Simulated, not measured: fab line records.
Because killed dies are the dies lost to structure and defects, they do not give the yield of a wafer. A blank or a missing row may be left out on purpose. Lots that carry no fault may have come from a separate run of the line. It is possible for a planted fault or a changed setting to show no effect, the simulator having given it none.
A struck lot beside a sound one + flow nandHarc + 21 out of 1302 route steps
Sound: the wafers L531.2, L531.4, L531.6. Struck: wafer L542.1. The cause comes at the end.
For every step that has rows: the tool of each side, followed by ch and its chambers, followed by its first start. Under that, the readings that differ: sound wafers + struck wafers + difference of the means + sigmas: that difference in standard deviations of wafers without a fault.
alike: readings whose means differ by less than 2 such deviations, and words and numbers that are the same on both sides. not compared: withheld readings, readings that some wafer has no value for, bounds like >300 that may hide the same value, and numbers for which the record gives no deviation and whose values overlap.
Wherever a step has rows on one side only, a row that says differs or no value, or a row with sigmas, the two part there. When numbers do not overlap yet have no deviation, they are printed without sigmas and do not part them. Lack of a reading on every wafer of one side parts them only where that side has two or more wafers.

NHARC_A_SGD_CUT_INSPECT_11:
  sound on defectInspect-01, day 21 16:35; struck on defectInspect-01, day 26 13:20
  alike: rawDefectCount
then, 2 steps without rows for these wafers: NHARC_A_SGD_CUT_DESCUM_14 (chemistry O2, time 3 s); NHARC_A_SGD_CUT_ETCH_58 (etches the open film in CF4, target depth 39 nm, time 65 s).
NHARC_A_SGD_CUT_ETCH_59: etches the open film in N2/H2, target depth 260 nm, time 406.25 s.
  sound: rieDiel-13 ch 2,3; struck: rieDiel-13 ch 1
| reading              | sound                | struck | difference | sigmas |
|----------------------|----------------------|--------|------------|--------|
| oesProductAu (a.u.)  | 1.008 0.997 1.003    | 0.973  | -0.030     | -2     |
| throttleValvePct (%) | 14.179 14.179 14.161 | 14.153 | -0.020     | -2     |
  alike: drypumpMotorCurrentA, rfVppV, showerheadPlenumPTorr
  not compared: rfHoursCounterH
NHARC_A_SGD_CUT_ETCH_15: etches the open film in CH3F/O2, target depth 75 nm, time 64.3 s.
  sound: rieDiel-13 ch 2,3; struck: rieDiel-13 ch 1
  alike: drypumpMotorCurrentA, oesProductAu, rfVppV, showerheadPlenumPTorr, throttleValvePct
  not compared: rfHoursCounterH
NHARC_A_SGD_CUT_ETCH_16: etches the open film in C4F8/O2/Ar, target depth 310.5 nm, time 155.2 s.
  sound: rieDiel-13 ch 0,1,2; struck: rieDiel-13 ch 1
  alike: oesProductAu, rfVppV
  not compared: rfHoursCounterH
then, 6 steps without rows for these wafers: NHARC_A_SGD_CUT_STRIP_60 (strips in C4F8/O2/Ar); NHARC_A_SGD_CUT_STRIP_17 (strips in O2); NHARC_A_SGD_CUT_PRECLEAN_18 (cleans in SC1); NHARC_A_SGD_CUT_SRD_19; NHARC_A_SGD_CUT_DEP_20 (deposits SiO2, target thk 150 nm); NHARC_A_SGD_CUT_ANNEAL_27 (time 1800 s).
NHARC_A_SGD_CUT_CMP_21: polishes, target thk 148.19 nm.
  sound on cmp-01 ch 0,1, day 21 23:47; struck on cmp-01 ch 2, day 26 18:37
| reading           | sound          | struck | difference | sigmas |
|-------------------|----------------|--------|------------|--------|
| motorCurrentA (A) | 10.8 14.1 14.4 | 10.8   | -2.3       | -2     |
  alike: timeToEndpointS
NHARC_A_SGD_CUT_THK_MEAS_22: measures by ellipsometry.
  sound on filmMetro-02, day 22 00:02; struck on filmMetro-01, day 26 18:48
  alike: thkNm
then, 2 steps without rows for these wafers: NHARC_A_SGD_CUT_SRD_23; NHARC_A_SGD_CUT_ETCH_26 (etches SiO2 in dHF, target depth 45.8 nm).
NHARC_A_SGD_CUT_ETCHBACK_24: etches the open film in CH3F/O2, target depth 50 nm, time 92.857 s.
  sound on rieDiel-13 ch 0,1,2, day 22 00:16; struck on rieDiel-07 ch 3, day 26 19:02
  alike: drypumpMotorCurrentA, oesProductAu, rfVppV, showerheadPlenumPTorr, throttleValvePct
  not compared: rfHoursCounterH
NHARC_A_SGD_CUT_STRIP_28: strips in O2, time 20 s.
  sound: rieDiel-13 ch 1,2; struck: rieDiel-07 ch 3
  alike: drypumpMotorCurrentA, oesProductAu, rfVppV, showerheadPlenumPTorr, throttleValvePct
  not compared: rfHoursCounterH
NHARC_A_SGD_CUT_INSPECT_25:
  sound on defectInspect-01, day 22 00:30; struck on defectInspect-01, day 26 19:26
| reading        | sound       | struck | difference | sigmas |
|----------------|-------------|--------|------------|--------|
| rawDefectCount | 494 500 496 | 720    | +223       | +3     |
  not compared: hold
then, 1 step without rows for these wafers: NHARC_A_SLIT_DEP_25 (deposits SiO2, target thk 200 nm).
-- jump in the record: it breaks off in module A_SLIT and resumes in module END (first step shown: number 1302 of the route), and 5 days separate the struck wafers' starts before and after --
NHARC_END_SORT_01:
  sound on prober-01 ch 0, day 26 23:32; struck on prober-01 ch 0, day 32 03:42
| reading       | sound    | struck | difference | sigmas |
|---------------|----------|--------|------------|--------|
| killedAtArray | 69 75 79 | 273    | +199       | +17    |
| killedDies    | 75 79 89 | 279    | +198       | +15    |
  alike: killedAtOther, killedAtPeriphery, killedOpen, killedShort

## WHERE THEY PART
First at NHARC_A_SGD_CUT_ETCH_59; last, within this record, at NHARC_END_SORT_01.

WHY: the cause the simulator had injected
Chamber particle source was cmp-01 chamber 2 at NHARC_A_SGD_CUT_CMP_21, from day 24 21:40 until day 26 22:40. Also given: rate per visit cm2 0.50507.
